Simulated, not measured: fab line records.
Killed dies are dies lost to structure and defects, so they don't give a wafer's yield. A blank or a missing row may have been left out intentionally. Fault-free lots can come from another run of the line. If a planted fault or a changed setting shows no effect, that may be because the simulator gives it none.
The tool behind it: which one? ; flow nand harc ; 39 wafers from 13 lots sampled at 5 of the route's 1159 steps

WHAT THE GAUGES READ, wafer by wafer
NHARC_END_SORT_01. Usual: killed at array 26, standard deviation 8.6; killed at other 0.7, standard deviation 0.97; killed at periphery 3.2, standard deviation 2.2; killed dies 30, standard deviation 8.9; killed open 3.1, standard deviation 1.8; killed short 2.2, standard deviation 1.8.
lot;measured;on;killed at array;killed at other;killed at periphery;killed dies;killed open;killed short;flag
L948;day 23 12:30;prober-01;29 25 20;0 0 1;648 652 656;677 677 677;7 3 5;0 1 1;OFF

TOOL THAT RAN EACH LOT (tool first, then ch and the chambers of the sampled wafers, then the start)
lot;NHARC_P_GATE_DEVELOP_45;NHARC_THIN_TSV_DESCUM_14;NHARC_THIN_TSV_ETCH_15;NHARC_THIN_TSV_ETCH_59
L933;litho track-02 ch 0, day 5 04:00;rie diel-08 ch 0,1,2, day 18 17:37;rie si-02 ch 1,2,3, day 18 18:15;rie metal-02 ch 0,1, day 18 23:43
L934;litho track-07 ch 0, day 5 05:00;rie diel-05 ch 0,1, day 18 18:49;rie si-06 ch 1,3, day 18 19:28;rie metal-03 ch 0,1, day 19 00:55
L936;litho track-07 ch 0, day 5 16:00;rie diel-06 ch 0,2,3, day 19 02:56;rie si-02 ch 0,1, day 19 03:35;rie metal-03 ch 0,1, day 19 09:03
L937;litho track-03 ch 0, day 6 03:00;rie diel-08 ch 0,2,3, day 19 01:35;rie si-06 ch 0,1,2, day 19 02:13;rie metal-03 ch 1, day 19 07:32
L939;litho track-03 ch 0, day 6 13:00;rie diel-08 ch 0,1,3, day 19 16:17;rie si-02 ch 1,2, day 19 16:56;rie metal-01 ch 0,1, day 19 23:55
L938;litho track-02 ch 0, day 6 16:00;rie diel-06 ch 0,3, day 19 10:33;rie si-02 ch 0,1,3, day 19 11:13;rie metal-02 ch 0,1, day 19 16:59
L940;litho track-02 ch 0, day 7 00:00;rie diel-08 ch 0,3, day 20 21:08;rie si-01 ch 1,2,3, day 20 21:49;rie metal-02 ch 0,1, day 21 03:24
L942;litho track-02 ch 0, day 7 16:00;rie diel-06 ch 0,1,3, day 21 06:50;rie si-06 ch 0,2,3, day 21 07:29;rie metal-03 ch 0,1, day 21 12:52
L943;litho track-02 ch 0, day 7 17:00;rie diel-05 ch 0,1,2, day 20 18:55;rie si-06 ch 0,2,3, day 20 19:34;rie metal-02 ch 0,1, day 21 01:28
L946;litho track-03 ch 0, day 8 21:00;rie diel-06 ch 0,1, day 22 16:24;rie si-02 ch 0,2,3, day 22 17:04;rie metal-03 ch 0,1, day 22 22:26
L948;litho track-03 ch 0, day 8 21:00;-;-;-
L952;litho track-07 ch 0, day 9 18:00;rie diel-08 ch 1,2,3, day 23 04:34;rie si-06 ch 0,2, day 23 05:22;rie metal-02 ch 0,1, day 23 10:49
L956;litho track-07 ch 0, day 11 07:00;rie diel-08 ch 0,1,2, day 24 13:23;rie si-06 ch 0,3, day 24 14:10;rie metal-01 ch 0,1, day 24 19:49
- NHARC_P_GATE_DEVELOP_45: time 70 s.
- NHARC_THIN_TSV_DESCUM_14: chemistry O2, time 3 s.
- NHARC_THIN_TSV_ETCH_15: target depth 3000 nm, bosch target overetch cycles 2, bosch etch step 2.8 s.
- NHARC_THIN_TSV_ETCH_59: etches the open film in Cl2/BCl3, target depth 880 nm, time 138.1 s.

AS READ BY THE TOOLS THEMSELVES (means over the sampled wafers that have a number; for cases with no such wafer, the mark the record gives instead)
NHARC_THIN_TSV_DESCUM_14. Usual: drypump motor current A 5.65 A, standard deviation 0.2; oes product au 0.998 a.u., standard deviation 0.007; rf vpp V 57.9 V, standard deviation 0.86; showerhead plenum p Torr 1.92 Torr, standard deviation 0.074; throttle valve pct 11.311 %, standard deviation 0.0089.
lot;tool;drypump motor current A (A);oes product au (a.u.);rf vpp V (V);showerhead plenum p Torr (Torr);throttle valve pct (%);flag
L933;rie diel-08;5.71;0.999;57.9;1.94;11.311;
L934;rie diel-05;5.76;0.995;58.4;1.90;11.317;
L936;rie diel-06;5.56;0.993;58.4;1.95;11.317;
L937;rie diel-08;5.68;0.997;58.3;1.92;11.325;
L939;rie diel-08;5.62;0.996;58.2;1.90;11.309;
L938;rie diel-06;5.37;0.997;57.8;1.96;11.316;
L940;rie diel-08;5.61;1.003;57.4;1.88;11.313;
L942;rie diel-06;5.50;0.997;57.4;1.93;11.314;
L943;rie diel-05;5.71;0.997;57.9;1.90;11.318;
L946;rie diel-06;5.47;1.004;58.3;1.95;11.303;
L952;rie diel-08;5.60;1.006;57.6;1.90;11.313;
L956;rie diel-08;5.70;0.994;58.2;1.94;11.313;

NHARC_THIN_TSV_ETCH_15. Usual: drypump motor current A reads 5.8 A (standard deviation 0.34).
lot;tool;drypump motor current A (A);flag
L933;rie si-02;5.9;
L934;rie si-06;5.9;
L936;rie si-02;5.4;
L937;rie si-06;5.9;
L939;rie si-02;5.8;
L938;rie si-02;5.7;
L940;rie si-01;5.4;
L942;rie si-06;5.8;
L943;rie si-06;5.8;
L946;rie si-02;5.6;
L952;rie si-06;5.9;
L956;rie si-06;5.5;

NHARC_THIN_TSV_ETCH_59. Usual: drypump motor current A 5.6 A, standard deviation 0.54; oes product au 1.000 a.u., standard deviation 0.006; throttle valve pct 22.264 %, standard deviation 0.0096.
lot;tool;drypump motor current A (A);oes product au (a.u.);throttle valve pct (%);flag
L933;rie metal-02;5.1;1.002;22.268;
L934;rie metal-03;6.1;0.994;22.252;
L936;rie metal-03;6.1;1.005;22.269;
L937;rie metal-03;5.2;1.003;22.264;
L939;rie metal-01;5.9;1.001;22.261;
L938;rie metal-02;5.3;0.996;22.262;
L940;rie metal-02;5.1;1.003;22.260;
L942;rie metal-03;5.6;1.001;22.264;
L943;rie metal-02;5.3;0.998;22.257;
L946;rie metal-03;6.1;1.001;22.259;
L952;rie metal-02;5.3;1.001;22.263;
L956;rie metal-01;5.8;0.997;22.277;

THE ANSWER, worked out from the rows above alone
Rule: take the mean of a lot's wafers that have a number; if it is more than 3 standard deviations from the usual mean, the lot is off. A lot without any number at a reading at which 4 lots or more have one is off too. Where the step has rows for the other lots, those lots are counted as sound. First the gauges in route order, then the tools' own readings, where a lot's mean is used as printed above. At the first step where some lot is off, the reading lying furthest off is the one used; lots without a number count as furthest.
Off at NHARC_END_SORT_01 (killed at periphery): L948. Neither off nor sound, because the step has no rows for them: L933, L934, L936, L937, L939, L938, L940, L942, L943, L946, L952, L956.
If a tool, at a process step before that reading, ran all the lots that are off and no sound lot after the first of them, it fits. Those tools and the gauges at NHARC_END_SORT_01 are tried in the same way. This does not decide it: 2 tools fit, namely litho track-03 at NHARC_P_GATE_DEVELOP_45 and prober-01 at NHARC_END_SORT_01.

WHAT THE SIMULATOR HAD INSERTED
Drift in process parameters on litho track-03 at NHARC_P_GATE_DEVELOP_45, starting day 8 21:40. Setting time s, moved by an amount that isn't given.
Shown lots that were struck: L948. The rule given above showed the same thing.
